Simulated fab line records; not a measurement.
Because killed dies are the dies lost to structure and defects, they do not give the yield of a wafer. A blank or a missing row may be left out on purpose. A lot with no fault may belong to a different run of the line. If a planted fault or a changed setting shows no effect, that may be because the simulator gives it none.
Chamber matching || flow nand harc || NHARC_P_GATE_DESCUM_31 on rie diel-13: 4 sister chambers
The step chemistry O2, time 3 s. 36 wafers are shown with their chamber, then 12 later ones without.

== WAFERS PAIRED WITH THEIR CHAMBERS ==
{"wafer": "L074.2", "chamber": 0, "drypump motor current A (A)": 5.6, "showerhead plenum p Torr (Torr)": 1.94, "oes product au (a.u.)": 1.009}
{"wafer": "L074.4", "chamber": 2, "drypump motor current A (A)": 6.1, "showerhead plenum p Torr (Torr)": 1.98, "oes product au (a.u.)": 1.022}
{"wafer": "L074.6", "chamber": 1, "drypump motor current A (A)": 6.1, "showerhead plenum p Torr (Torr)": 1.91, "oes product au (a.u.)": 1.003}
{"wafer": "L075.1", "chamber": 0, "drypump motor current A (A)": 5.6, "showerhead plenum p Torr (Torr)": 1.94, "oes product au (a.u.)": 1.012}
{"wafer": "L075.2", "chamber": 1, "drypump motor current A (A)": 6.1, "showerhead plenum p Torr (Torr)": 1.91, "oes product au (a.u.)": 0.995}
{"wafer": "L075.6", "chamber": 2, "drypump motor current A (A)": 6.1, "showerhead plenum p Torr (Torr)": 1.98, "oes product au (a.u.)": 1.030}
{"wafer": "L076.4", "chamber": 2, "drypump motor current A (A)": 6.1, "showerhead plenum p Torr (Torr)": 1.98, "oes product au (a.u.)": 1.026}
{"wafer": "L076.5", "chamber": 3, "drypump motor current A (A)": 5.1, "showerhead plenum p Torr (Torr)": 1.89, "oes product au (a.u.)": 0.984}
{"wafer": "L076.6", "chamber": 0, "drypump motor current A (A)": 5.6, "showerhead plenum p Torr (Torr)": 1.93, "oes product au (a.u.)": 1.006}
{"wafer": "L078.2", "chamber": 2, "drypump motor current A (A)": 6.2, "showerhead plenum p Torr (Torr)": 1.98, "oes product au (a.u.)": 1.016}
{"wafer": "L078.4", "chamber": 3, "drypump motor current A (A)": 5.1, "showerhead plenum p Torr (Torr)": 1.88, "oes product au (a.u.)": 1.021}
{"wafer": "L078.5", "chamber": 0, "drypump motor current A (A)": 5.6, "showerhead plenum p Torr (Torr)": 1.93, "oes product au (a.u.)": 1.014}
{"wafer": "L077.1", "chamber": 1, "drypump motor current A (A)": 6.1, "showerhead plenum p Torr (Torr)": 1.91, "oes product au (a.u.)": 0.990}
{"wafer": "L077.3", "chamber": 0, "drypump motor current A (A)": 5.6, "showerhead plenum p Torr (Torr)": 1.93, "oes product au (a.u.)": 1.013}
{"wafer": "L077.5", "chamber": 1, "drypump motor current A (A)": 6.1, "showerhead plenum p Torr (Torr)": 1.91, "oes product au (a.u.)": 0.977}
{"wafer": "L079.4", "chamber": 2, "drypump motor current A (A)": 6.2, "showerhead plenum p Torr (Torr)": 1.98, "oes product au (a.u.)": 1.008}
{"wafer": "L079.5", "chamber": 1, "drypump motor current A (A)": 6.1, "showerhead plenum p Torr (Torr)": 1.91, "oes product au (a.u.)": 0.985}
{"wafer": "L079.6", "chamber": 2, "drypump motor current A (A)": 6.2, "showerhead plenum p Torr (Torr)": 1.98, "oes product au (a.u.)": 1.023}
{"wafer": "L081.1", "chamber": 0, "drypump motor current A (A)": 5.6, "showerhead plenum p Torr (Torr)": 1.93, "oes product au (a.u.)": 1.009}
{"wafer": "L081.3", "chamber": 2, "drypump motor current A (A)": 6.1, "showerhead plenum p Torr (Torr)": 1.98, "oes product au (a.u.)": 1.026}
{"wafer": "L081.6", "chamber": 3, "drypump motor current A (A)": 5.1, "showerhead plenum p Torr (Torr)": 1.88, "oes product au (a.u.)": 1.008}
{"wafer": "L082.1", "chamber": 0, "drypump motor current A (A)": 5.5, "showerhead plenum p Torr (Torr)": 1.93, "oes product au (a.u.)": 1.012}
{"wafer": "L082.2", "chamber": 1, "drypump motor current A (A)": 6.1, "showerhead plenum p Torr (Torr)": 1.91, "oes product au (a.u.)": 0.984}
{"wafer": "L082.4", "chamber": 3, "drypump motor current A (A)": 5.1, "showerhead plenum p Torr (Torr)": 1.88, "oes product au (a.u.)": 1.009}
{"wafer": "L084.1", "chamber": 2, "drypump motor current A (A)": 6.1, "showerhead plenum p Torr (Torr)": 1.98, "oes product au (a.u.)": 1.016}
{"wafer": "L084.2", "chamber": 1, "drypump motor current A (A)": 6.1, "showerhead plenum p Torr (Torr)": 1.91, "oes product au (a.u.)": 0.989}
{"wafer": "L084.3", "chamber": 0, "drypump motor current A (A)": 5.5, "showerhead plenum p Torr (Torr)": 1.93, "oes product au (a.u.)": 1.002}
{"wafer": "L083.1", "chamber": 1, "drypump motor current A (A)": 6.1, "showerhead plenum p Torr (Torr)": 1.91, "oes product au (a.u.)": 0.988}
{"wafer": "L083.2", "chamber": 0, "drypump motor current A (A)": 5.6, "showerhead plenum p Torr (Torr)": 1.93, "oes product au (a.u.)": 1.004}
{"wafer": "L083.3", "chamber": 3, "drypump motor current A (A)": 5.1, "showerhead plenum p Torr (Torr)": 1.88, "oes product au (a.u.)": 1.003}
{"wafer": "L086.3", "chamber": 1, "drypump motor current A (A)": 6.1, "showerhead plenum p Torr (Torr)": 1.91, "oes product au (a.u.)": 0.993}
{"wafer": "L086.4", "chamber": 0, "drypump motor current A (A)": 5.6, "showerhead plenum p Torr (Torr)": 1.93, "oes product au (a.u.)": 1.016}
{"wafer": "L086.5", "chamber": 0, "drypump motor current A (A)": 5.6, "showerhead plenum p Torr (Torr)": 1.93, "oes product au (a.u.)": 1.008}
{"wafer": "L092.1", "chamber": 0, "drypump motor current A (A)": 5.6, "showerhead plenum p Torr (Torr)": 1.93, "oes product au (a.u.)": 1.020}
{"wafer": "L092.3", "chamber": 3, "drypump motor current A (A)": 5.0, "showerhead plenum p Torr (Torr)": 1.88, "oes product au (a.u.)": 1.009}
{"wafer": "L092.5", "chamber": 1, "drypump motor current A (A)": 6.1, "showerhead plenum p Torr (Torr)": 1.90, "oes product au (a.u.)": 0.989}

SIGNATURES, as means of the wafers listed above
{"reading": "drypump motor current A", "chamber 0": 5.583, "chamber 1": 6.100, "chamber 2": 6.138, "chamber 3": 5.083, "scatter within a chamber": 0.037}
{"reading": "showerhead plenum p Torr", "chamber 0": 1.9317, "chamber 1": 1.9090, "chamber 2": 1.9800, "chamber 3": 1.8817, "scatter within a chamber": 0.00326}
{"reading": "oes product au", "chamber 0": 1.01042, "chamber 1": 0.98930, "chamber 2": 1.02087, "chamber 3": 1.00567, "scatter within a chamber": 0.00754}
Rule: for a wafer and a chamber, the distance is found by dividing, reading by reading, the gap between the wafer's reading and the chamber's mean by the reading's scatter, squaring, summing and taking the root. If the next closest chamber is less than 2 further off than the closest, the wafer can't be placed; otherwise it belongs to the closest. The scatter: take each reading less its chamber's mean, square it, sum over the shown wafers, divide by the number of wafers less the number of chambers, and take the root.

== WAFERS WITH NO CHAMBER GIVEN ==
{"wafer": "L093.2", "drypump motor current A (A)": 6.1, "showerhead plenum p Torr (Torr)": 1.90, "oes product au (a.u.)": 0.979}
{"wafer": "L093.3", "drypump motor current A (A)": 5.0, "showerhead plenum p Torr (Torr)": 1.88, "oes product au (a.u.)": 1.000}
{"wafer": "L093.6", "drypump motor current A (A)": 6.1, "showerhead plenum p Torr (Torr)": 1.90, "oes product au (a.u.)": 0.979}
{"wafer": "L094.2", "drypump motor current A (A)": 6.2, "showerhead plenum p Torr (Torr)": 1.97, "oes product au (a.u.)": 1.014}
{"wafer": "L094.4", "drypump motor current A (A)": 6.1, "showerhead plenum p Torr (Torr)": 1.90, "oes product au (a.u.)": 0.986}
{"wafer": "L094.5", "drypump motor current A (A)": 6.1, "showerhead plenum p Torr (Torr)": 1.90, "oes product au (a.u.)": 0.992}
{"wafer": "L095.1", "drypump motor current A (A)": 5.6, "showerhead plenum p Torr (Torr)": 1.93, "oes product au (a.u.)": 1.012}
{"wafer": "L095.4", "drypump motor current A (A)": 6.2, "showerhead plenum p Torr (Torr)": 1.97, "oes product au (a.u.)": 1.008}
{"wafer": "L095.5", "drypump motor current A (A)": 6.1, "showerhead plenum p Torr (Torr)": 1.90, "oes product au (a.u.)": 0.977}
{"wafer": "L096.2", "drypump motor current A (A)": 6.1, "showerhead plenum p Torr (Torr)": 1.90, "oes product au (a.u.)": 0.990}
{"wafer": "L096.4", "drypump motor current A (A)": 5.6, "showerhead plenum p Torr (Torr)": 1.93, "oes product au (a.u.)": 1.013}
{"wafer": "L096.5", "drypump motor current A (A)": 6.1, "showerhead plenum p Torr (Torr)": 1.90, "oes product au (a.u.)": 0.990}

== THE CHAMBER EACH PASSED THROUGH ==
{"wafer": "L093.2", "from the rows above": 1, "in truth": 1}
{"wafer": "L093.3", "from the rows above": 3, "in truth": 3}
{"wafer": "L093.6", "from the rows above": 1, "in truth": 1}
{"wafer": "L094.2", "from the rows above": 2, "in truth": 2}
{"wafer": "L094.4", "from the rows above": 1, "in truth": 1}
{"wafer": "L094.5", "from the rows above": 1, "in truth": 1}
{"wafer": "L095.1", "from the rows above": 0, "in truth": 0}
{"wafer": "L095.4", "from the rows above": 2, "in truth": 2}
{"wafer": "L095.5", "from the rows above": 1, "in truth": 1}
{"wafer": "L096.2", "from the rows above": 1, "in truth": 1}
{"wafer": "L096.4", "from the rows above": 0, "in truth": 0}
{"wafer": "L096.5", "from the rows above": 1, "in truth": 1}
Correctly placed: 12 of 12. Not placeable from these rows: 0. Placed wrongly: 0.
